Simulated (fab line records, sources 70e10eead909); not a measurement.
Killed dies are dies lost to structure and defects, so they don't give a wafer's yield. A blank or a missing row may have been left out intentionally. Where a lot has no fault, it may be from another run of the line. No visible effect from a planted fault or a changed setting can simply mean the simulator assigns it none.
fab line records	flow nandHarc
record: lots: 12	wafers: 36	lastDay: 25
route steps=1159 shown A_CHANNEL_HOLE_D1@475 A_CHANNEL_FILL_D1@492 END@1159
lots that met no fault: from a run of the same line without faults
startH: the number of hours between the record's first day and the start of the first shown wafer of the lot	waitH: hours since the lot's step before	" the same as in the row above	L1.1+2: a single row standing in for several wafers	- value missing, or start not given	* or withheld: withheld	< > ~ a bound
route shown NAME@n: names a module that has steps shown in the file, with the first one's number in the route	usual: mean/standard deviation of fault-free wafers	same: alike in all rows	chamber/n: place in a boat	sites: readings site by site	_std_site: the standard deviation of these	_edge_site: inner sites' mean taken away from outer sites' mean	radiusMm: for every site, how far away it sits from the centre of the wafer	mask NAME#n: copy n	behind: the last tool/chamber to shape the wafer	hold: what put the lot on hold/how long, in hours/how the hold closed	device: the n, p or np transistor that did not switch	end of line: at the end of the route, the tests of the same wafers	a step with no rows: only its recipe	killed: not the wafer's yield, but the dies lost to structure and defects at the first sort	map: a wafer's dies, marking killed ones x, the rest . and places with no die _
set.NAME: setting as actually run; set.NAME@STEP: the setting as run at that earlier step	model.NAME: the simulator's own value behind a step, which no gauge read
steps of the route over a sample of lots; a table a step, a row a wafer
services: a tool's chamber out of use, with start hour (startH, from the record's first day; less than 0 if before it), hours out, and reason
== steps ==
step: NHARC_A_CHANNEL_HOLE_D1_ETCH_23
recipe: biasV: 5000	sourceW: withheld	pressureMtorr: 20	timeS: 819	arFlowSccm: 375	c4f8FlowSccm: 89.3	o2FlowSccm: 35.7	tempC: -20	targetDepthA: 16000	chemistry: C4F8/O2/Ar
usual: drypumpMotorCurrentA: 5.8/0.58	escClampCurrentUA: 0.02117/0.00028	showerheadPlenumPTorr: 3.81/0.036	throttleValvePct: 32.155/0.0089
same: timeS: 819
lot.wafer	tool	chamber	startH	waitH	drypumpMotorCurrentA	escClampCurrentUA	rfHoursCounterH	showerheadPlenumPTorr	throttleValvePct
L374.2	harEtch-01	1	181.28	0.5	5.7	0.02099	189	3.83	32.143
L374.3	"	0	"	"	4.9	0.02123	-	3.83	32.154
L374.5	"	0	"	"	4.9	0.02129	-	3.83	32.147
L375.2	harEtch-01	0	193.86	0.5	4.9	0.02134	193	3.82	32.158
L375.4	"	1	"	"	5.8	0.02104	-	3.82	32.145
L375.3	"	0	"	"	4.9	0.02127	-	3.82	32.147
L377.2	harEtch-02	0	194.26	0.5	6.4	0.02077	104	3.87	32.150
L377.3	"	0	"	"	6.5	0.02078	-	3.87	32.152
L377.6	"	1	"	"	6.2	0.02143	-	3.78	32.164
L378.1	harEtch-01	0	203.01	0.5	4.9	0.02119	201	3.82	32.152
L378.3	"	1	"	"	5.8	0.02102	-	3.82	32.149
L378.5	"	0	"	"	4.9	0.02129	-	3.82	32.174
L379.1	harEtch-01	1	214.75	0.5	5.8	0.02107	206	3.82	32.153
L379.5	"	1	"	"	5.7	0.02111	-	3.82	32.164
L379.6	"	0	"	"	4.9	0.02127	-	3.82	32.164
L388.2	harEtch-01	1	264.34	0.5	5.8	0.02109	230	3.80	32.146
L388.4	"	0	"	"	4.9	0.02134	-	3.80	32.152
L388.5	"	0	"	"	4.9	0.02138	-	3.80	32.171
L389.1	harEtch-01	0	272.86	0.5	4.9	0.02137	233	3.80	32.143
L389.3	"	0	"	"	4.9	0.02134	-	3.80	32.166
L389.4	"	1	"	"	5.8	0.02109	-	3.80	32.164
L391.4	harEtch-02	1	278.74	0.5	6.1	0.02157	-	3.76	32.144
L391.5	"	1	"	"	6.1	0.02149	-	3.76	32.157
L391.6	"	0	"	"	6.5	0.02077	-	3.85	32.158
L390.3	harEtch-01	1	279.10	0.5	5.8	0.0211	-	3.80	32.155
L390.5	"	1	"	"	5.8	0.02116	-	3.80	32.154
L390.6	"	0	"	"	4.9	0.02127	-	3.80	32.144
L393.1	harEtch-02	1	286.95	0.5	6.2	0.02151	149	3.75	32.140
L393.4	"	0	"	"	6.4	0.0207	-	3.85	32.147
L393.3	"	1	"	"	6.1	0.0215	-	3.75	32.153
L394.4	harEtch-01	0	287.80	0.5	4.9	0.02129	-	3.79	32.154
L394.6	"	0	"	"	4.9	0.02125	-	3.79	32.147
L394.5	"	1	"	"	5.7	0.02111	-	3.79	32.175
L396.1	harEtch-02	1	322.02	0.5	6.2	0.02151	165	3.74	32.164
L396.2	"	0	"	"	6.4	0.02086	165	3.84	32.135
L396.4	"	1	"	"	6.2	0.02166	-	3.74	32.156
step: NHARC_A_CHANNEL_HOLE_D1_XSEM_31
recipe: landingEnergyEv: 35000
usual: botCdNm: 75.0/2.1	bowNm: 8.70/0.27	tiltDeg: 0.07/0.033
lot.wafer	tool	chamber	startH	waitH	botCdNm	bowNm	tiltDeg
L374.2	xsem-01	0	185.48	0.1	77.0	8.57	0.07
L374.3	"	0	"	"	77.4	8.59	0.07
L374.5	"	0	"	"	72.9	8.55	0.07
L375.2	xsem-02	0	197.94	0.1	78.7	8.89	0.07
L375.3	"	0	"	"	78.7	8.96	0.07
L375.4	"	0	"	"	75.3	8.85	0.07
L377.2	xsem-01	0	198.32	0.1	78.7	8.53	0.08
L377.3	"	0	"	"	75.4	8.55	0.08
L377.6	"	0	"	"	74.8	8.53	0.08
L378.1	xsem-01	0	207.05	0.1	74.8	8.62	0.08
L378.3	"	0	"	"	79.7	8.61	0.08
L378.5	"	0	"	"	74.4	8.63	0.08
L379.1	xsem-02	0	218.98	0.1	76.1	8.80	0.08
L379.5	"	0	"	"	73.9	8.69	0.08
L379.6	"	0	"	"	76.1	8.69	0.08
L388.2	xsem-01	0	268.37	0.1	75.6	8.58	0.13
L388.4	"	0	"	"	74.9	8.52	0.13
L388.5	"	0	"	"	75.3	8.53	0.13
L389.1	xsem-02	0	277.08	0.1	74.8	8.54	0.08
L389.3	"	0	"	"	74.1	8.61	0.08
L389.4	"	0	"	"	73.5	8.57	0.08
L391.4	xsem-01	0	283.15	0.1	74.2	8.61	0.02
L391.5	"	0	"	"	72.7	8.61	0.02
L391.6	"	0	"	"	75.1	8.69	0.02
L390.3	xsem-02	0	283.42	0.1	73.0	8.81	0.09
L390.5	"	0	"	"	73.7	8.85	0.08
L390.6	"	0	"	"	76.5	8.83	0.09
L393.1	xsem-02	0	291.04	0.1	75.8	8.92	0.08
L393.3	"	0	"	"	75.6	8.89	0.08
L393.4	"	0	"	"	72.8	8.95	0.08
L394.4	xsem-01	0	291.89	0.1	71.4	8.15	0.07
L394.5	"	0	"	"	75.3	8.23	0.08
L394.6	"	0	"	"	72.0	8.11	0.08
L396.1	xsem-01	0	326.52	0.1	71.0	8.57	0.06
L396.2	"	0	"	"	73.4	8.56	0.06
L396.4	"	0	"	"	71.4	8.60	0.06
step: NHARC_A_CHANNEL_FILL_D1_ALD_02
recipe: targetThkA: 60	pulseTimeS: 10	aldCycles: 60	tempC: 300	material: SiO2
usual: aldCycles: 60/0	heaterPowerW: 486/59	precursorPulseHeightRel: 0.999/0.018
lot.wafer	tool	chamber	startH	waitH	aldCycles	heaterPowerW	precursorPulseHeightRel
L374.3	aldHk-03	2	185.91	-	60	466	1.004
L374.2	"	3	"	"	60	499	0.967
L374.5	"	0	"	"	60	409	0.975
L375.4	aldHk-04	2	198.25	-	60	409	1.048
L375.2	"	3	"	"	60	548	1.007
L375.3	"	1	"	"	60	539	0.993
L377.2	aldHk-04	3	198.69	-	60	553	1.019
L377.3	"	1	"	"	60	545	0.993
L377.6	"	3	"	"	60	554	0.974
L378.1	aldHk-04	1	207.50	-	60	551	0.987
L378.3	"	3	"	"	60	545	1.003
L378.5	"	1	"	"	60	546	0.975
L379.1	aldHk-01	2	219.35	-	60	515	0.992
L379.6	"	1	"	"	60	579	1.005
L379.5	"	2	"	"	60	518	0.962
L388.2	aldHk-03	2	271.29	-	60	462	0.987
L388.4	"	0	"	"	60	406	0.986
L388.5	"	2	"	"	60	460	0.995
L389.3	aldHk-04	2	278.80	-	60	409	0.985
L389.4	"	3	"	"	60	546	0.964
L389.1	"	0	"	"	60	407	0.983
L391.4	aldHk-04	1	283.81	-	60	549	1.010
L391.5	"	2	"	"	60	420	0.980
L391.6	"	3	"	"	60	565	1.017
L390.3	aldHk-01	3	283.85	-	60	533	0.979
L390.5	"	2	"	"	60	494	1.009
L390.6	"	3	"	"	60	527	1.017
L393.3	aldHk-04	3	291.34	-	60	564	1.024
L393.1	"	0	"	"	60	410	1.014
L393.4	"	1	"	"	60	545	1.007
L394.4	aldHk-01	1	292.34	-	60	579	0.995
L394.6	"	3	"	"	60	525	0.977
L394.5	"	0	"	"	60	464	0.984
L396.1	aldHk-04	2	327.60	-	60	409	1.000
L396.2	"	3	"	"	60	549	0.992
L396.4	"	0	"	"	60	419	0.988
step: NHARC_A_CHANNEL_FILL_D1_ALD_15
recipe: targetThkA: 20	pulseTimeS: 60	aldCycles: 19	tempC: 630	pressureTorr: 2	material: SiNx
usual: aldCycles: 19/0	chamberPressureTorr: 2.000/0.0044	precursorPulseHeightRel: 0.999/0.02
lot.wafer	tool	chamber	startH	waitH	aldCycles	chamberPressureTorr	precursorPulseHeightRel
L374.2	aldSinBatch-02	0	197.29	-	19	1.998	0.975
L374.3	"	0	"	"	19	1.993	0.976
L374.5	"	0	"	"	19	1.998	0.987
L375.2	aldSinBatch-01	0	208.49	-	19	2.005	1.015
L375.3	"	0	"	"	19	2.009	0.993
L375.4	"	0	"	"	19	2.016	1.020
L377.2	aldSinBatch-01	0	208.49	-	19	1.994	1.006
L377.3	"	0	"	"	19	1.997	1.009
L377.6	"	0	"	"	19	1.993	1.001
L378.1	aldSinBatch-01	0	217.59	-	24	1.999	0.997
L378.3	"	0	"	"	24	1.992	0.984
L378.5	"	0	"	"	24	2.001	1.014
L379.1	aldSinBatch-01	0	230.26	-	24	1.999	0.946
L379.5	"	0	"	"	24	1.998	0.999
L379.6	"	0	"	"	24	2.004	0.966
L388.2	aldSinBatch-03	0	282.34	-	19	2.002	0.995
L388.4	"	0	"	"	19	1.995	1.015
L388.5	"	0	"	"	19	2.000	1.046
L389.1	aldSinBatch-01	0	288.96	-	19	2.014	1.007
L389.3	"	0	"	"	19	2.009	0.998
L389.4	"	0	"	"	19	2.004	1.010
L390.3	aldSinBatch-01	0	293.75	3.0	19	1.997	0.983
L390.5	"	0	"	"	19	2.000	1.002
L390.6	"	0	"	"	19	2.005	1.026
L391.4	aldSinBatch-01	0	293.75	-	19	2.000	1.009
L391.5	"	0	"	"	19	1.999	0.984
L391.6	"	0	"	"	19	2.002	1.007
L393.1	aldSinBatch-01	0	301.84	-	19	2.007	1.030
L393.3	"	0	"	"	19	1.998	1.021
L393.4	"	0	"	"	19	2.005	1.011
L394.4	aldSinBatch-01	0	301.84	-	19	2.002	0.989
L394.5	"	0	"	"	19	1.993	1.010
L394.6	"	0	"	"	19	2.003	1.034
L396.1	aldSinBatch-02	0	338.71	-	19	2.000	1.011
L396.2	"	0	"	"	19	1.998	0.973
L396.4	"	0	"	"	19	1.995	0.994
step: NHARC_END_SORT_01
recipe: tempC: 25
usual: killedAtArray: 26/9.7	killedAtOther: 1.0/1.2	killedAtPeriphery: 3.9/2.6	killedDies: 31/9.7	killedOpen: 3.2/1.8	killedShort: 2.0/1.3
same: grossDies: 677
lot.wafer	tool	chamber	startH	waitH	killedAtArray	killedAtOther	killedAtPeriphery	killedDies	killedOpen	killedShort
L377.2	prober-02	0	445.86	2.8	9	1	7	17	2	1
L377.3	prober-02	0	446.66	3.1	16	1	7	24	5	3
L377.6	prober-02	0	449.04	4.0	12	0	7	19	4	1
L374.2	prober-01	0	445.89	2.8	23	3	2	28	3	2
L374.3	prober-01	0	446.69	3.1	29	2	2	33	5	3
L374.5	prober-01	0	448.30	3.7	23	2	2	27	6	0
L375.2	prober-01	0	453.71	2.8	17	2	2	21	1	1
L375.3	prober-01	0	454.52	3.1	23	1	3	27	2	3
L375.4	prober-01	0	455.33	3.4	23	2	1	26	3	2
L378.1	prober-02	0	460.62	2.5	23	0	6	29	3	1
L378.3	prober-02	0	462.23	3.1	14	0	7	21	4	2
L378.5	prober-02	0	463.85	3.7	28	0	1	29	6	1
L379.1	prober-01	0	477.79	2.5	30	3	3	36	4	1
L379.5	prober-01	0	481.02	3.7	41	0	2	43	6	2
L379.6	prober-01	0	481.82	4.0	33	1	6	40	2	2
L388.2	prober-02	0	516.14	2.8	31	1	0	32	4	3
L388.4	prober-02	0	517.72	3.4	32	0	2	34	2	5
L388.5	prober-02	0	518.51	3.7	28	1	2	31	4	4
L390.3	prober-01	0	543.76	3.1	36	1	2	39	2	0
L390.5	prober-01	0	545.34	3.7	42	1	1	44	4	1
L390.6	prober-01	0	546.13	4.0	38	2	5	45	2	2
L391.4	prober-02	0	544.65	3.4	16	1	7	24	3	4
L391.5	prober-02	0	545.46	3.7	12	0	3	15	1	2
L391.6	prober-02	0	546.26	4.0	19	0	9	28	9	3
L389.1	prober-01	0	549.91	2.5	38	0	3	41	1	4
L389.3	prober-01	0	551.50	3.1	34	0	2	36	0	2
L389.4	prober-01	0	552.29	3.4	43	0	0	43	3	2
L393.1	prober-01	0	557.66	2.5	33	0	0	33	1	0
L393.3	prober-01	0	559.27	3.1	41	1	1	43	4	3
L393.4	prober-01	0	560.07	3.4	47	3	0	50	2	1
L394.4	prober-02	0	560.28	3.4	31	1	4	36	3	2
L394.5	prober-02	0	561.09	3.7	26	6	8	40	2	2
L394.6	prober-02	0	561.90	4.0	32	0	0	32	3	2
L396.1	prober-02	0	587.29	2.5	31	1	8	40	3	2
L396.2	prober-02	0	588.10	2.8	38	2	10	50	4	4
L396.4	prober-02	0	589.73	3.4	24	2	5	31	1	2
killed by level:class
L377.2 P_ZERO_WELL:chamberFilmFlake=3 A_CHANNEL_HOLE_D1:chamberFilmFlake=3 A_CONTACT:chamberFilmFlake=3 A_WL_FILL:chamberFilmFlake=2 P_CONTACT:geometricParticle:short=1 P_M1:geometricParticle:open=1 P_BONDPAD:geometricParticle:open=1 P_CONTACT:chamberFilmFlake=1
L374.2 A_CHANNEL_HOLE_D1:chamberFilmFlake=11 A_STAIRCASE:chamberFilmFlake=3 A_ONON_D1:geometricParticle:short=2 A_WL_FILL:chamberFilmFlake=2 THIN_TSV:chamberFilmFlake=2 A_SOURCE_PLATE:geometricParticle:open=1 A_M0:geometricParticle:open=1 P_M0:unspecified:open=1
L377.3 P_CONTACT:chamberFilmFlake=4 A_STAIRCASE:chamberFilmFlake=4 A_ZERO_WELL:chamberFilmFlake=3 A_CHANNEL_HOLE_D1:chamberFilmFlake=2 A_CONTACT:chamberFilmFlake=2 P_M0:geometricParticle:open=1 P_M2:geometricParticle:open=1 A_ONON_D1:geometricParticle:open=1
L374.3 A_CHANNEL_HOLE_D1:chamberFilmFlake=14 A_STAIRCASE:chamberFilmFlake=3 A_WL_FILL:chamberFilmFlake=2 A_CONTACT:chamberFilmFlake=2 THIN_TSV:chamberFilmFlake=2 P_STI:geometricParticle:open=1 A_ONON_D1:geometricParticle:short=1 A_ONON_D1:geometricParticle:open=1
L374.5 A_CHANNEL_HOLE_D1:chamberFilmFlake=12 A_CONTACT:geometricParticle:open=3 A_WL_FILL:chamberFilmFlake=3 A_CHANNEL_FILL_D1:geometricParticle:open=2 THIN_TSV:chamberFilmFlake=2 A_M0:geometricParticle:open=1 P_GATE:chamberFilmFlake=1 P_BONDPAD:chamberFilmFlake=1
L377.6 A_STAIRCASE:chamberFilmFlake=7 P_ZERO_WELL:chamberFilmFlake=2 P_CONTACT:chamberFilmFlake=2 P_CONTACT:geometricParticle:open=1 P_M0:geometricParticle:open=1 P_M1:geometricParticle:open=1 A_SGD_CUT:geometricParticle:open=1 A_WL_FILL:geometricParticle:short=1
L375.2 A_CHANNEL_HOLE_D1:chamberFilmFlake=11 A_STAIRCASE:chamberFilmFlake=3 THIN_TSV:chamberFilmFlake=2 P_M0:geometricParticle:short=1 A_ONON_D1:geometricParticle:open=1 P_GATE:chamberFilmFlake=1 A_CHANNEL_FILL_D1:chamberFilmFlake=1 A_SLIT:chamberFilmFlake=1
L375.3 A_CHANNEL_HOLE_D1:chamberFilmFlake=12 A_WL_FILL:geometricParticle:short=2 A_ZERO_WELL:chamberFilmFlake=2 A_STAIRCASE:chamberFilmFlake=2 A_SLIT:chamberFilmFlake=2 P_M0:geometricParticle:open=1 A_CHANNEL_FILL_D1:geometricParticle:short=1 A_WL_FILL:geometricParticle:open=1
L375.4 A_CHANNEL_HOLE_D1:chamberFilmFlake=11 A_STAIRCASE:chamberFilmFlake=4 A_CONTACT:geometricParticle:open=2 THIN_TSV:chamberFilmFlake=2 P_M0:geometricParticle:short=1 A_CHANNEL_FILL_D1:geometricParticle:short=1 A_M0:geometricParticle:open=1 A_CHANNEL_FILL_D1:chamberFilmFlake=1
L378.1 A_CHANNEL_HOLE_D1:chamberFilmFlake=10 A_SLIT:chamberFilmFlake=5 P_ZERO_WELL:chamberFilmFlake=3 A_CHANNEL_FILL_D1:chamberFilmFlake=3 P_GATE:geometricParticle:open=1 P_CONTACT:geometricParticle:open=1 A_WL_FILL:geometricParticle:short=1 A_CONTACT:geometricParticle:open=1
L378.3 A_CHANNEL_HOLE_D1:chamberFilmFlake=4 A_SLIT:chamberFilmFlake=3 A_CONTACT:geometricParticle:open=2 P_ZERO_WELL:chamberFilmFlake=2 P_GATE:chamberFilmFlake=2 P_M0:geometricParticle:open=1 A_SGD_CUT:geometricParticle:open=1 A_WL_FILL:geometricParticle:short=1
L378.5 A_CHANNEL_HOLE_D1:chamberFilmFlake=10 A_SLIT:chamberFilmFlake=4 A_CHANNEL_FILL_D1:chamberFilmFlake=3 A_ONON_D1:geometricParticle:open=2 A_STAIRCASE:chamberFilmFlake=2 A_M1:chamberFilmFlake=2 P_CONTACT:geometricParticle:open=1 A_ONON_D1:geometricParticle:short=1
L379.1 A_CHANNEL_HOLE_D1:chamberFilmFlake=12 A_SLIT:chamberFilmFlake=10 THIN_TSV:chamberFilmFlake=3 A_ONON_D1:geometricParticle:open=2 A_M0:geometricParticle:open=2 P_ZERO_WELL:chamberFilmFlake=2 A_CONTACT:chamberFilmFlake=2 A_CONTACT:geometricParticle:short=1
L379.5 A_CHANNEL_HOLE_D1:chamberFilmFlake=23 A_SLIT:chamberFilmFlake=7 A_CONTACT:chamberFilmFlake=4 A_ONON_D1:geometricParticle:open=2 A_M0:geometricParticle:open=2 P_STI:geometricParticle:short=1 A_SOURCE_PLATE:geometricParticle:short=1 A_CHANNEL_HOLE_D1:geometricParticle:open=1
L379.6 A_CHANNEL_HOLE_D1:chamberFilmFlake=11 A_STAIRCASE:chamberFilmFlake=8 A_SLIT:chamberFilmFlake=6 A_CHANNEL_FILL_D1:chamberFilmFlake=3 P_ZERO_WELL:chamberFilmFlake=2 A_ZERO_WELL:chamberFilmFlake=2 P_STI:geometricParticle:short=1 P_CONTACT:geometricParticle:open=1
L388.2 A_CHANNEL_HOLE_D1:chamberFilmFlake=16 A_STAIRCASE:chamberFilmFlake=5 A_CONTACT:chamberFilmFlake=3 A_ONON_D1:geometricParticle:short=1 A_CHANNEL_HOLE_D1:geometricParticle:open=1 A_CHANNEL_FILL_D1:geometricParticle:short=1 A_SGD_CUT:geometricParticle:open=1 A_WL_FILL:geometricParticle:short=1
L388.4 A_CHANNEL_HOLE_D1:chamberFilmFlake=20 A_CONTACT:chamberFilmFlake=4 A_ONON_D1:geometricParticle:short=2 A_STAIRCASE:chamberFilmFlake=2 P_CONTACT:geometricParticle:short=1 A_CHANNEL_FILL_D1:geometricParticle:short=1 A_CHANNEL_FILL_D1:geometricParticle:open=1 A_WL_FILL:geometricParticle:short=1
L388.5 A_CHANNEL_HOLE_D1:chamberFilmFlake=10 A_CONTACT:chamberFilmFlake=7 A_STAIRCASE:chamberFilmFlake=4 A_WL_FILL:geometricParticle:short=2 A_CONTACT:geometricParticle:open=2 A_M1:geometricParticle:short=2 P_CONTACT:geometricParticle:open=1 A_WL_FILL:geometricParticle:open=1
L390.3 A_CHANNEL_HOLE_D1:chamberFilmFlake=25 A_SLIT:chamberFilmFlake=8 A_WL_FILL:chamberFilmFlake=2 A_BLC:geometricParticle:open=1 STARTING-WAFER:geometricParticle:open=1 P_ZERO_WELL:chamberFilmFlake=1 P_M2:chamberFilmFlake=1
L391.4 P_M2:chamberFilmFlake=5 A_CHANNEL_HOLE_D1:chamberFilmFlake=3 A_STAIRCASE:chamberFilmFlake=3 A_WL_FILL:chamberFilmFlake=2 A_CONTACT:chamberFilmFlake=2 P_CONTACT:geometricParticle:short=1 P_M0:geometricParticle:short=1 A_ONON_D1:geometricParticle:open=1
L390.5 A_CHANNEL_HOLE_D1:chamberFilmFlake=22 A_SLIT:chamberFilmFlake=14 A_ONON_D1:geometricParticle:short=1 A_CHANNEL_HOLE_D1:geometricParticle:open=1 A_WL_FILL:geometricParticle:open=1 A_CONTACT:geometricParticle:open=1 A_M1:geometricParticle:open=1 P_ZERO_WELL:chamberFilmFlake=1
L391.5 A_CHANNEL_HOLE_D1:chamberFilmFlake=7 P_GATE:chamberFilmFlake=2 P_M1:geometricParticle:open=1 A_ONON_D1:geometricParticle:short=1 A_CHANNEL_HOLE_D1:geometricParticle:short=1 A_STAIRCASE:chamberFilmFlake=1 A_SLIT:chamberFilmFlake=1 A_CONTACT:chamberFilmFlake=1
L390.6 A_CHANNEL_HOLE_D1:chamberFilmFlake=19 A_SLIT:chamberFilmFlake=12 P_M2:chamberFilmFlake=4 A_WL_FILL:chamberFilmFlake=3 A_CHANNEL_FILL_D1:geometricParticle:short=2 THIN_TSV:chamberFilmFlake=2 A_CHANNEL_FILL_D1:geometricParticle:open=1 A_M1:geometricParticle:open=1
L391.6 P_M2:chamberFilmFlake=8 A_CONTACT:geometricParticle:open=3 A_CHANNEL_HOLE_D1:chamberFilmFlake=3 A_SLIT:chamberFilmFlake=3 A_BLC:geometricParticle:open=2 P_CONTACT:geometricParticle:open=1 A_ONON_D1:geometricParticle:short=1 A_CHANNEL_FILL_D1:geometricParticle:short=1
L389.1 A_CHANNEL_HOLE_D1:chamberFilmFlake=18 A_SLIT:chamberFilmFlake=12 P_ZERO_WELL:chamberFilmFlake=2 A_CONTACT:chamberFilmFlake=2 A_SOURCE_PLATE:geometricParticle:short=1 A_ONON_D1:geometricParticle:short=1 A_CHANNEL_HOLE_D1:geometricParticle:short=1 A_CHANNEL_FILL_D1:geometricParticle:short=1
L389.3 A_CHANNEL_HOLE_D1:chamberFilmFlake=12 A_SLIT:chamberFilmFlake=12 A_STAIRCASE:chamberFilmFlake=3 A_BLC:chamberFilmFlake=3 P_GATE:chamberFilmFlake=2 A_CONTACT:chamberFilmFlake=2 A_CHANNEL_FILL_D1:geometricParticle:short=1 A_CONTACT:geometricParticle:short=1
L389.4 A_CHANNEL_HOLE_D1:chamberFilmFlake=17 A_SLIT:chamberFilmFlake=17 A_CONTACT:chamberFilmFlake=4 A_CONTACT:geometricParticle:open=2 A_ONON_D1:geometricParticle:open=1 A_ONON_D1:geometricParticle:short=1 A_WL_FILL:geometricParticle:short=1
L393.1 A_SLIT:chamberFilmFlake=14 A_CONTACT:chamberFilmFlake=6 A_SGD_CUT:chamberFilmFlake=3 A_CHANNEL_HOLE_D1:chamberFilmFlake=2 A_STAIRCASE:chamberFilmFlake=2 A_BLC:chamberFilmFlake=2 A_M1:chamberFilmFlake=2 A_SGD_CUT:geometricParticle:open=1
L393.3 A_SLIT:chamberFilmFlake=9 A_BLC:chamberFilmFlake=6 A_SGD_CUT:chamberFilmFlake=5 A_CONTACT:chamberFilmFlake=5 A_CHANNEL_HOLE_D1:chamberFilmFlake=3 A_STAIRCASE:chamberFilmFlake=3 A_M1:chamberFilmFlake=3 A_CONTACT:geometricParticle:open=2
L393.4 A_SLIT:chamberFilmFlake=16 A_BLC:chamberFilmFlake=8 A_CHANNEL_HOLE_D1:chamberFilmFlake=7 A_CONTACT:chamberFilmFlake=7 A_M1:chamberFilmFlake=4 A_SGD_CUT:chamberFilmFlake=2 THIN_TSV:chamberFilmFlake=2 A_CONTACT:geometricParticle:short=1
L394.4 A_CHANNEL_HOLE_D1:chamberFilmFlake=23 P_ZERO_WELL:chamberFilmFlake=3 A_CONTACT:chamberFilmFlake=2 A_STAIRCASE:chamberFilmFlake=2 P_STI:geometricParticle:open=1 A_CHANNEL_FILL_D1:geometricParticle:short=1 A_STAIRCASE:geometricParticle:open=1 A_SGD_CUT:geometricParticle:short=1
L394.5 A_CHANNEL_HOLE_D1:chamberFilmFlake=17 P_ZERO_WELL:chamberFilmFlake=7 THIN_TSV:chamberFilmFlake=6 A_CONTACT:chamberFilmFlake=2 P_M0:geometricParticle:short=1 A_SGD_CUT:geometricParticle:open=1 A_CONTACT:geometricParticle:open=1 A_M0:geometricParticle:short=1
L394.6 A_CHANNEL_HOLE_D1:chamberFilmFlake=18 A_STAIRCASE:chamberFilmFlake=4 A_CONTACT:chamberFilmFlake=3 A_ONON_D1:geometricParticle:open=2 A_SLIT:chamberFilmFlake=2 A_CHANNEL_FILL_D1:geometricParticle:short=1 A_CHANNEL_FILL_D1:geometricParticle:open=1 A_WL_FILL:geometricParticle:short=1
L396.1 A_SLIT:chamberFilmFlake=23 A_CHANNEL_HOLE_D1:chamberFilmFlake=3 P_GATE:chamberFilmFlake=2 P_M0:geometricParticle:open=1 P_M1:geometricParticle:open=1 A_WL_FILL:geometricParticle:short=1 A_CONTACT:geometricParticle:open=1 A_BLC:geometricParticle:short=1
L396.2 A_SLIT:chamberFilmFlake=14 A_CHANNEL_HOLE_D1:chamberFilmFlake=9 A_CONTACT:chamberFilmFlake=4 P_STI:chamberFilmFlake=3 P_GATE:chamberFilmFlake=3 A_STAIRCASE:chamberFilmFlake=3 A_CHANNEL_FILL_D1:geometricParticle:short=2 P_M0:chamberFilmFlake=2
L396.4 A_SLIT:chamberFilmFlake=10 A_CHANNEL_HOLE_D1:chamberFilmFlake=6 A_CONTACT:chamberFilmFlake=3 THIN_TSV:chamberFilmFlake=2 P_STI:chamberFilmFlake=2 P_M0:chamberFilmFlake=2 A_ONON_D1:geometricParticle:short=1 A_CONTACT:geometricParticle:open=1
== services ==
tool	chamber	startH	hours	kind
aldHk-01	-	184.31	1.1	repair
aldHk-04	-	186.00	10.0	pm
aldHk-04	0	186.00	10.0	ventCycle
aldHk-04	1	186.00	10.0	ventCycle
aldHk-04	2	186.00	10.0	ventCycle
aldHk-04	3	186.00	10.0	ventCycle
aldHk-04	0	196.00	-	clean
aldHk-04	1	196.00	-	clean
aldHk-04	2	196.00	-	clean
aldHk-04	3	196.00	-	clean
aldHk-01	0	228.94	10.0	ventCycle
aldHk-01	1	228.94	10.0	ventCycle
aldHk-01	0	238.94	-	clean
aldHk-01	1	238.94	-	clean
aldHk-03	-	243.98	1.1	repair
xsem-02	-	302.00	14.0	pm
harEtch-01	-	305.00	17.0	pm
harEtch-01	0	305.00	17.0	ventCycle
harEtch-01	1	305.00	17.0	ventCycle
aldSinBatch-03	-	314.00	26.0	pm
harEtch-01	0	322.00	-	clean
harEtch-01	0	322.00	-	consumableReplace:focusRing
harEtch-01	1	322.00	-	clean
harEtch-01	1	322.00	-	consumableReplace:focusRing
== key ==
firstSign: step: NHARC_A_CHANNEL_FILL_D1_ALD_15	reading: aldCycles	direction: up	sigmas: 99+	usual: 19	struck: 24
effect none on later readings
metAt NHARC_A_CHANNEL_FILL_D1_ALD_15
struckLots L378,L379
testerLeftOut L378,L379
notActingAt NHARC_A_CHANNEL_HOLE_D1_ETCH_23,NHARC_A_CHANNEL_HOLE_D1_XSEM_31,NHARC_A_CHANNEL_FILL_D1_ALD_02
onsetBetween 208.49 217.59
fault: kind: processParameterDrift	tool: aldSinBatch-01	chamber: -	onsetH: 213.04	steps: NHARC_A_CHANNEL_FILL_D1_ALD_15	channel: aldCycles	offset: 5	shape: step	endH: 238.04	actsIn: theseRecipesOnly	stated: 19
testerLeftOut: of these lots the tester's yield and bins aren't shown, on N5 and GAA mostly nor the transistor test; their killed dies are dies lost to structure and defects alone, not to doping, threshold or leakage, so they don't give the yield
